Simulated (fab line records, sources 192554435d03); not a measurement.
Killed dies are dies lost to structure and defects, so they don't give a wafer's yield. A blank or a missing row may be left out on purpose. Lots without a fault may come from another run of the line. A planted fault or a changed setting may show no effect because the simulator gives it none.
fab line records | flow n5_finfet | part 2 of 2: steps 20 to 25 of 25
record lots=5 wafers=15 last_day=17
route steps=1938 shown BEOL_M6@1212
lots that met no fault: from a run of the same line without faults
start_h: hours from the record's first day to the start of the lot's first wafer shown | wait_h: hours since the lot's step before | " the same as in the row above | L1.1+2: a row that stands for several wafers | - no value, or no start given | * or withheld: withheld | < > ~ a bound
route shown NAME@n: a module of which the file shows steps, and the number in the route of the first | usual: mean/standard deviation of fault-free wafers | same: alike in all rows | chamber/n: place in a boat | sites: the reading at each site | _std_site: their standard deviation | _edge_site: outer sites' mean less inner sites' | radius_mm: how far each site lies from the wafer's centre | mask NAME#n: copy n | behind: the tool/chamber that last shaped the wafer | hold: why the lot was held/for how many hours/how that ended | device: the transistor (n, p or np) that didn't switch | end of line: the same wafers' tests at the end of the route | a step without rows: its recipe alone | killed: dies lost to structure and defects at the first sort, not the wafer's yield | map: a wafer's dies, x killed, . not, _ none there
set.NAME: the setting as run; set.NAME@STEP: as run at that earlier step | model.NAME: the simulator's own value behind a step, which no gauge read
lots at some steps of the route; a table a step, a row a wafer
services: from which hour (start_h, from the record's first day; less than 0 if before it) a tool's chamber was out of use, for how many hours, and why
## steps
# step N5_BEOL_M6_ETCH_72
# recipe chemistry=N2/H2 target=underlayer target_depth_a=65 mask_material=CAR-EUV time_s=5.2 ion_energy_ev=200 pressure_mtorr=30 source_w=840 bias_w=150 n2_flow_sccm=200 h2_flow_sccm=200 ends=cleared
# usual chamber_pressure_mTorr=30.00/0.045 drypump_motor_current_A=5.6/0.42 etch_rf_on_time_s=5.17/0.12 oes_product_au=0.69/0.078 rf_vpp_V=522.9/2 showerhead_plenum_p_Torr=2.50/0.057 throttle_valve_pct=17.71/0.26
# columns lot.wafer tool chamber start_h wait_h chamber_pressure_mTorr drypump_motor_current_A etch_rf_on_time_s oes_product_au rf_hours_counter_h rf_vpp_V showerhead_plenum_p_Torr throttle_valve_pct
L076.2 rie_diel-04 0 197.26 0.0 30.01 6.1 5.15 0.60 237 522.6 2.48 17.67
L076.3 " 2 " " 29.94 5.5 5.20 0.69 64 524.3 2.45 17.32
L076.5 " 1 " " 29.97 5.4 5.08 0.75 - 522.8 2.48 17.80
L077.2 rie_diel-04 1 211.80 0.0 29.97 5.4 5.09 0.75 39 521.6 2.48 17.81
L077.3 " 3 " " 29.99 4.9 5.40 0.63 177 520.7 2.45 18.02
L077.6 " 0 " " 29.94 6.1 5.17 0.60 - 522.4 2.47 17.69
L083.2 rie_diel-03 0 243.38 0.0 30.03 6.4 5.37 0.60 207 521.7 2.51 17.89
L083.3 " 1 " " 29.99 5.1 5.01 0.75 33 525.4 2.58 17.74
L083.6 " 1 " " 29.97 5.1 5.03 0.74 - 525.8 2.58 17.73
L086.1 rie_diel-03 2 276.87 0.0 30.02 5.6 5.20 0.73 64 522.7 2.58 17.40
L086.2 " 3 " " 30.01 5.4 5.01 0.83 7 523.4 2.51 17.95
L086.5 " 0 " " 30.11 6.4 5.32 0.58 - 523.6 2.50 17.90
L097.4 rie_diel-03 2 330.76 0.0 30.03 5.6 5.24 0.71 84 525.6 2.57 17.42
L097.5 " 3 " " 30.02 5.5 5.09 0.78 - 520.8 2.50 17.96
L097.6 " 0 " " 30.06 6.4 5.32 0.58 - 521.5 2.49 17.95
# step N5_BEOL_M6_ETCH_65
# recipe chemistry=CF4 target=SiARC target_depth_a=156 mask_material=CAR-EUV time_s=26 ion_energy_ev=80 pressure_mtorr=40 source_w=545 bias_w=36 Ar_flow_sccm=100 cf4_flow_sccm=100 ends=cleared
# usual chamber_pressure_mTorr=39.99/0.033 drypump_motor_current_A=5.6/0.42 etch_rf_on_time_s=25.8/0.56 oes_product_au=0.69/0.077 rf_vpp_V=183.8/1 showerhead_plenum_p_Torr=2.11/0.047 throttle_valve_pct=15.52/0.25
# columns lot.wafer tool chamber start_h wait_h chamber_pressure_mTorr drypump_motor_current_A etch_rf_on_time_s oes_product_au rf_hours_counter_h rf_vpp_V showerhead_plenum_p_Torr throttle_valve_pct
L076.2 rie_diel-04 0 197.28 0.0 40.00 6.1 25.5 0.61 237 183.4 2.10 15.72
L076.3 " 2 " " 39.97 5.5 25.9 0.70 64 183.5 2.08 15.31
L076.5 " 1 " " 39.97 5.4 25.5 0.76 - 183.9 2.08 15.42
L077.2 rie_diel-04 1 211.82 0.0 40.04 5.4 25.2 0.75 39 183.6 2.08 15.44
L077.3 " 3 " " 40.02 4.9 27.0 0.63 177 183.5 2.05 15.68
L077.6 " 0 " " 39.95 6.1 25.7 0.61 - 183.6 2.10 15.72
L083.2 rie_diel-03 0 243.40 0.0 39.96 6.4 26.3 0.60 207 183.8 2.13 15.87
L083.3 " 1 " " 39.98 5.1 24.9 0.75 33 185.2 2.17 15.39
L083.6 " 1 " " 39.97 5.1 25.3 0.75 - 185.3 2.17 15.39
L086.1 rie_diel-03 2 276.89 0.0 40.00 5.6 25.9 0.73 64 184.3 2.16 15.12
L086.2 " 3 " " 40.01 5.4 24.7 0.83 7 185.0 2.09 15.54
L086.5 " 0 " " 39.93 6.4 26.0 0.59 - 183.7 2.13 15.91
L097.4 rie_diel-03 2 330.78 0.0 40.00 5.6 26.2 0.70 84 185.1 2.15 15.15
L097.5 " 3 " " 40.03 5.4 25.5 0.78 - 183.8 2.08 15.57
L097.6 " 0 " " 39.98 6.4 26.2 0.58 - 181.3 2.12 15.95
# step N5_BEOL_M6_ETCH_66
# recipe chemistry=N2/H2 target=SOC target_depth_a=800 overetch_a=160 mask_material=SiARC temp_c=40 time_s=120 ion_energy_ev=200 pressure_mtorr=30 source_w=840 bias_w=150 n2_flow_sccm=200 h2_flow_sccm=200
# usual chamber_pressure_mTorr=30.000/0.03 drypump_motor_current_A=5.6/0.42 oes_product_au=0.62/0.065 rf_vpp_V=522.9/1.8 showerhead_plenum_p_Torr=2.50/0.057 throttle_valve_pct=17.67/0.26
# columns lot.wafer tool chamber start_h wait_h chamber_pressure_mTorr drypump_motor_current_A oes_product_au rf_hours_counter_h rf_vpp_V showerhead_plenum_p_Torr throttle_valve_pct
L076.2 rie_diel-04 0 197.31 0.0 29.988 6.1 0.54 237 524.4 2.47 17.63
L076.3 " 2 " " 29.970 5.5 0.62 64 523.7 2.45 17.27
L076.5 " 1 " " 30.054 5.4 0.67 - 521.6 2.48 17.76
L077.2 rie_diel-04 1 211.85 0.0 30.005 5.4 0.67 39 522.8 2.48 17.78
L077.3 " 3 " " 30.003 4.9 0.58 177 521.2 2.45 17.98
L077.6 " 0 " " 30.041 6.1 0.54 - 521.7 2.47 17.64
L083.2 rie_diel-03 0 243.42 0.0 30.022 6.4 0.54 207 524.4 2.51 17.86
L083.3 " 1 " " 29.981 5.1 0.65 33 525.6 2.58 17.67
L083.6 " 1 " " 29.964 5.1 0.67 - 526.2 2.58 17.67
L086.1 rie_diel-03 2 276.91 0.0 29.981 5.6 0.65 64 523.7 2.58 17.33
L086.2 " 3 " " 30.004 5.5 0.73 7 523.1 2.51 17.89
L086.5 " 0 " " 29.951 6.4 0.53 - 523.6 2.50 17.89
L097.4 rie_diel-03 2 330.81 0.0 30.030 5.6 0.64 84 524.2 2.57 17.38
L097.5 " 3 " " 29.933 5.4 0.69 - 522.5 2.50 17.93
L097.6 " 0 " " 30.106 6.4 0.53 - 522.4 2.49 17.92
# step N5_BEOL_M6_STRIP_69
# recipe chemistry=N2/H2 temp_c=40 n2_flow_sccm=200 h2_flow_sccm=200 rf_frequency_hz=6e+07
# columns lot.wafer tool chamber start_h wait_h
L076.2+3+5 rie_diel-04 0,2,1 197.39 0.0
L077.2+3+6 rie_diel-04 1,3,0 211.93 0.0
L083.2+3+6 rie_diel-03 0,1,1 243.50 0.0
L086.1+2+5 rie_diel-03 2,3,0 276.99 0.0
L097.4+5+6 rie_diel-03 2,3,0 330.89 0.0
# step N5_BEOL_M6_STRIP_73
# recipe chemistry=N2/H2 temp_c=40 n2_flow_sccm=200 h2_flow_sccm=200 rf_frequency_hz=6e+07
# columns lot.wafer tool chamber start_h wait_h
L076.2+3+5 rie_diel-04 0,2,1 197.40 0.0
L077.2+3+6 rie_diel-04 1,3,0 211.94 0.0
L083.2+3+6 rie_diel-03 0,1,1 243.51 0.0
L086.1+2+5 rie_diel-03 2,3,0 277.00 0.0
L097.4+5+6 rie_diel-03 2,3,0 330.90 0.0
# step N5_BEOL_M6_VIA_ETCH_34
# recipe chemistry=C4F6/O2 target=SiCOH_lowk target_depth_a=1263 mask_material=SOC taper_deg=4 time_s=50.9 ion_energy_ev=250 pressure_mtorr=30 source_w=345 bias_w=185 Ar_flow_sccm=300 C4F6_flow_sccm=10 O2_flow_sccm=10
# usual chamber_pressure_mTorr=30.00/0.03 drypump_motor_current_A=5.6/0.42 oes_ar_750_au=0.81/0.09 oes_product_au=0.80/0.091 rf_vpp_V=656/15 showerhead_plenum_p_Torr=2.80/0.065 throttle_valve_pct=20.77/0.25
# columns lot.wafer tool chamber start_h wait_h chamber_pressure_mTorr drypump_motor_current_A oes_ar_750_au oes_product_au rf_hours_counter_h rf_vpp_V showerhead_plenum_p_Torr throttle_valve_pct
L076.2 rie_diel-04 0 197.41 0.0 30.00 6.0 0.71 0.71 237 670 2.79 20.82
L076.3 " 2 " " 29.97 5.5 0.81 0.81 64 665 2.76 20.51
L076.5 " 1 " " 29.95 5.4 0.89 0.88 - 665 2.76 20.66
L077.2 rie_diel-04 1 211.95 0.0 29.99 5.4 0.87 0.88 39 663 2.76 20.70
L077.3 " 3 " " 29.99 4.9 0.76 0.75 177 644 2.73 20.94
L077.6 " 0 " " 29.98 6.1 0.70 0.71 - 669 2.78 20.84
L083.2 rie_diel-03 0 243.52 0.0 29.96 6.4 0.71 0.71 207 642 2.83 21.11
L083.3 " 1 " " 29.97 5.1 0.89 0.87 33 624 2.90 20.82
L083.6 " 1 " " 30.04 5.1 0.88 0.86 - 627 2.90 20.81
L086.1 rie_diel-03 2 277.01 0.0 29.99 5.6 0.86 0.85 64 677 2.86 20.29
L086.2 " 3 " " 30.00 5.4 0.97 0.97 7 654 2.77 20.83
L086.5 " 0 " " 30.00 6.4 0.70 0.69 - 642 2.82 21.12
L097.4 rie_diel-03 2 330.91 0.0 29.97 5.7 0.82 0.82 84 675 2.85 20.31
L097.5 " 3 " " 30.00 5.4 0.92 0.91 - 654 2.77 20.86
L097.6 " 0 " " 30.00 6.4 0.69 0.68 - 643 2.81 21.16
## services
# columns tool chamber start_h hours kind
euv_scanner-02 - 176.19 1.0 pm
euv_scanner-02 - 177.20 5.8 pm
rie_diel-03 1 188.21 2.4 repair
euv_scanner-01 - 196.73 1.0 pm
rie_diel-01 1 202.82 3.8 repair
rie_metal-02 - 212.04 0.4 repair
rie_diel-04 3 218.89 32.8 repair
euv_scanner-02 - 228.99 4.6 pm
euv_scanner-01 - 233.52 0.6 repair
euv_scanner-02 - 234.16 1.0 pm
rie_diel-03 3 234.65 - clean
rie_diel-03 3 234.65 - consumable_replace:focus_ring
rie_diel-03 3 234.65 20.9 scheduled_down
rie_diel-03 3 234.65 20.9 vent_cycle
rie_diel-01 - 236.60 0.2 repair
rie_diel-04 0 251.90 - clean
rie_diel-04 0 251.90 - consumable_replace:focus_ring
rie_diel-04 0 251.90 31.1 scheduled_down
rie_diel-04 0 251.90 31.1 vent_cycle
euv_scanner-01 - 252.84 1.0 pm
rie_metal-02 - 286.09 2.8 pm
euv_scanner-02 - 288.49 1.0 pm
euv_scanner-01 - 308.98 1.0 pm
euv_scanner-01 - 310.44 4.6 pm
